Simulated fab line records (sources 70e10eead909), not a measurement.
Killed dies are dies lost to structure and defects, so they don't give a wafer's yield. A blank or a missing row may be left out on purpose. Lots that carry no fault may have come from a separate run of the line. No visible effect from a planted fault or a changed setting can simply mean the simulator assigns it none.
Which tool was responsible? -- flow nandHarc -- at 1 step of a route of 1302, 24 lots with 72 wafers sampled

WHAT THE GAUGES READ, wafer by wafer
NHARC_A_CHANNEL_HOLE_D2_CD_MEAS_31. Usual: cdNm at 90.2 nm, with a standard deviation of 0.98.
lot,measured,on,cdNm (nm),flag
L074,day 13 13:18,cdSem-02,88.2 88.8 88.2,
L075,day 14 08:58,cdSem-01,91.2 89.9 89.5,
L077,day 14 10:35,cdSem-03,92.2 90.1 91.2,
L076,day 14 13:07,cdSem-03,89.8 88.7 88.6,
L079,day 15 05:07,cdSem-01,91.5 91.2 89.7,
L078,day 15 05:40,cdSem-03,90.7 90.4 90.1,
L080,day 15 16:26,cdSem-02,92.0 90.0 91.2,
L081,day 16 02:02,cdSem-03,89.0 88.5 90.0,
L083,day 17 14:52,cdSem-02,90.2 90.1 92.4,
L082,day 17 20:13,cdSem-03,91.6 90.1 91.1,
L084,day 18 05:02,cdSem-03,89.4 89.6 91.2,
L085,day 18 06:42,cdSem-01,90.2 91.6 90.1,
L088,day 19 04:04,cdSem-03,90.3 90.3 91.4,
L086,day 19 05:35,cdSem-03,89.0 89.0 89.3,
L089,day 19 14:15,cdSem-01,89.3 90.3 91.3,
L087,day 20 01:47,cdSem-03,89.6 90.0 89.4,
L091,day 20 13:08,cdSem-03,90.3 89.8 90.2,
L090,day 20 13:09,cdSem-01,89.0 88.4 90.0,
L092,day 21 08:22,cdSem-02,91.1 91.9 90.9,
L093,day 22 11:19,cdSem-03,89.9 89.2 88.6,
L094,day 22 15:08,cdSem-03,89.7 91.5 90.1,
L096,day 22 15:19,cdSem-02,89.8 91.4 90.6,
L095,day 22 18:55,cdSem-02,91.5 90.0 90.7,
L097,day 23 01:31,cdSem-03,89.5 88.6 89.8,

TOOL THAT RAN EACH LOT (tool first, then ch and the chambers of the sampled wafers, then the start)
The record shows no process step preceding these readings.

AS READ BY THE TOOLS THEMSELVES (means over the sampled wafers that have a number; for cases with no such wafer, the mark the record gives instead)
The record holds no such reading with a usual standard deviation.

THE ANSWER, worked out from the rows above alone
Rule: lot off if the mean of its wafers having a number is beyond 3 standard deviations from the usual mean. A lot without any number at a reading at which 4 lots or more have one is off too. All remaining lots with rows at the step are treated as sound. Order of review: gauges by route order, followed by the tools' own readings, for which a lot's mean as printed above is used. The first step at which some lot is off is used, and at that step the reading that is off furthest; a lot without a number counts as furthest.
No lot is off on any of the readings shown, so nothing can be concluded from this.

WHAT THE SIMULATOR HAD INSERTED
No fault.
